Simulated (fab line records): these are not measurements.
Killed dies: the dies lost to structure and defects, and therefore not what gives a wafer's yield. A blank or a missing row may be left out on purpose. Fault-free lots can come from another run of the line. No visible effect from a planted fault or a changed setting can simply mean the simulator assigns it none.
A struck lot beside a sound one | flow n5Finfet | 14 steps out of a route of 1938
Sound: wafers L201.1, L201.2, L201.3. Struck: wafers L206.4, L206.6 (left out: L206.1, a lot-mate that was not struck); the cause follows at the end.
Order at every step that has rows: each side's tool, ch and its chambers, its first start. Under that, the readings that differ: sound wafers | struck wafers | difference of the means | sigmas: that difference in standard deviations of wafers without a fault.
alike: words and numbers the same on both sides, and readings whose means are apart by under 2 such deviations; not compared: readings that were withheld, readings missing a value for some wafer, numbers with overlapping values and no deviation given by the record, and bounds like >300 which may hide the same value.
Wherever a step has rows on one side only, a row that says differs or no value, or a row with sigmas, the two part there. Numbers that have no deviation but don't overlap get no sigmas and don't part them. A reading that every wafer of one side lacks parts them only if that side has two wafers or more.

first, 2 steps without rows for these wafers: N5_BEOL_M12_PRECLEAN_39 (cleans in residue remover, time 60 s); N5_BEOL_M12_SRD_40 (time 30 s, dry time 30 s).
N5_BEOL_M12_DEGAS_41: time 60 s.
  sound: pvdSputter-03 at day 10 01:21; struck: pvdSputter-01 at day 12 01:55
  alike: heaterPowerW
N5_BEOL_M12_PRE_CLEAN_42: time 30 s.
  sound: pvdSputter-03 at day 10 01:23; struck: pvdSputter-01 at day 12 01:57
  alike: heaterPowerW
N5_BEOL_M12_SPUTTER_43: material TaN, target thk 15 nm, time 24.19 s.
  sound: pvdSputter-03 at day 10 01:26; struck: pvdSputter-01 at day 12 01:59
  alike: throttleValvePct
N5_BEOL_M12_SPUTTER_44: material Ta, target thk 10 nm, time 16.13 s.
  sound: pvdSputter-03 at day 10 01:31; struck: pvdSputter-01 at day 12 02:04
  alike: throttleValvePct
N5_BEOL_M12_SPUTTER_45: material Cu, target thk 80 nm, time 13.33 s.
  sound: pvdSputter-03 at day 10 01:35; struck: pvdSputter-01 at day 12 02:09
  alike: throttleValvePct
then, 3 steps without rows for these wafers: N5_BEOL_M12_ECD_47 (material Cu, target thk 720 nm); N5_BEOL_M12_ANNEAL_48 (time 90 s); N5_BEOL_M12_CMP_49 (polishes, stops on SiOC, t overpolish 20.6 s, target thk 320 nm).
N5_BEOL_M12_THK_MEAS_50: measures by xrf.
  sound: filmMetro-01 at day 10 02:26; struck: filmMetro-02 at day 12 03:12
  alike: M12_THK
then, 1 step without rows for these wafers: N5_BEOL_M12_PRE_CLEAN_52 (time 15 s).
N5_BEOL_M12_DEP_53: deposits SiCN from 3MS/NH3, target thk 30 nm, time 10.5 s.
  sound on pecvd-04 ch 0,1,2, day 10 02:31; struck on pecvd-03 ch 0,1, day 12 03:16
reading                                  | sound         | struck    | difference                    | sigmas
sinceWetCleanH (h)                       | 339 1829 1104 | - -       | no value on the struck wafers | 
model.SiCN_of_BEOL_M12_DEP_53.thkNm (nm) | 30 29.4 30.2  | 28.4 28.4 | -1.5                          | 
  alike: showerheadPlenumPTorr, throttleValvePct
N5_BEOL_M12_RS_MEAS_54: measures by four-point-probe.
  sound: filmMetro-02 at day 10 02:34; struck: filmMetro-01 at day 12 03:20
reading         | sound                | struck        | difference | sigmas
M12_RS (ohm/sq) | 0.0603 0.0599 0.0601 | 0.0624 0.0611 | +0.0016    | +2

## WHERE THEY PART
Earliest at N5_BEOL_M12_DEP_53; latest, in this record, at N5_BEOL_M12_RS_MEAS_54.

WHY: what the simulator had put in
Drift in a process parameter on pecvd-03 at N5_BEOL_M12_DEP_53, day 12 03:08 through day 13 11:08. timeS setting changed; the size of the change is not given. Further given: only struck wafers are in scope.
